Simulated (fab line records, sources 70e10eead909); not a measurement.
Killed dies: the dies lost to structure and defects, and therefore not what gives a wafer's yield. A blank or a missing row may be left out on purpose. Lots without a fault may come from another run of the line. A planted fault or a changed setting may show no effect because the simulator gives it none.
Which tool was responsible?	flow nandHarc	6 lots with 18 wafers sampled at 3 steps, on a route of 1302 steps

WHAT THE GAUGES READ, wafer by wafer
NHARC_P_M1_CD_MEAS_09: target cd 130 nm.
lot	measured	on	cdNm (nm)
L787	day 6 09:27	cdSem-03	129.9 130.3 130.0
L792	day 8 20:38	cdSem-02	130.5 130.7 129.9
L794	day 9 18:39	cdSem-01	130.0 129.5 129.9
L800	day 12 08:12	cdSem-02	130.0 130.6 130.4
L806	day 14 15:13	cdSem-01	130.9 131.1 130.2
L808	day 15 12:25	cdSem-01	130.0 129.2 129.8

WHICH TOOL RAN EACH LOT (tool, then ch and the chambers of the sampled wafers, then the start)
lot	NHARC_P_M0_STRIP_18	NHARC_P_M1_SOFTBAKE_04
L787	rieDiel-12 ch 2,3, day 6 06:02	lithoTrack-04 ch 0, day 6 09:00
L792	rieDiel-12 ch 1,2,3, day 8 17:22	lithoTrack-01 ch 0, day 8 20:00
L794	rieDiel-06 ch 0,3, day 9 15:08	lithoTrack-04 ch 0, day 9 18:00
L800	rieDiel-09 ch 1,2,3, day 12 04:32	lithoTrack-01 ch 0, day 12 07:00
L806	rieDiel-12 ch 0,1,3, day 14 11:42	lithoTrack-06 ch 0, day 14 14:00
L808	rieDiel-06 ch 1,2, day 15 08:55	lithoTrack-06 ch 0, day 15 11:00
- NHARC_P_M0_STRIP_18: strips in N2/H2.
- NHARC_P_M1_SOFTBAKE_04: time 55 s.

THE ANSWER, worked out from the rows above alone
Rule: the lots themselves supply what counts as usual. Put in order of their means at a reading, lots are off if they are a third of the lots or fewer, leave a main group of 4 or more, and stand apart from it by a gap of 3 or more times the standard deviation of the main group's means; of several such gaps the widest counts. If all means in a main group match to the digits the tables above print for the reading, that group is not used. A lot without any number at a reading at which 4 lots or more have one is off too. Where the step has rows for the other lots, those lots are counted as sound.
Nothing can be told from this: no lot is off at any reading shown.

WHAT WAS PUT IN BY THE SIMULATOR
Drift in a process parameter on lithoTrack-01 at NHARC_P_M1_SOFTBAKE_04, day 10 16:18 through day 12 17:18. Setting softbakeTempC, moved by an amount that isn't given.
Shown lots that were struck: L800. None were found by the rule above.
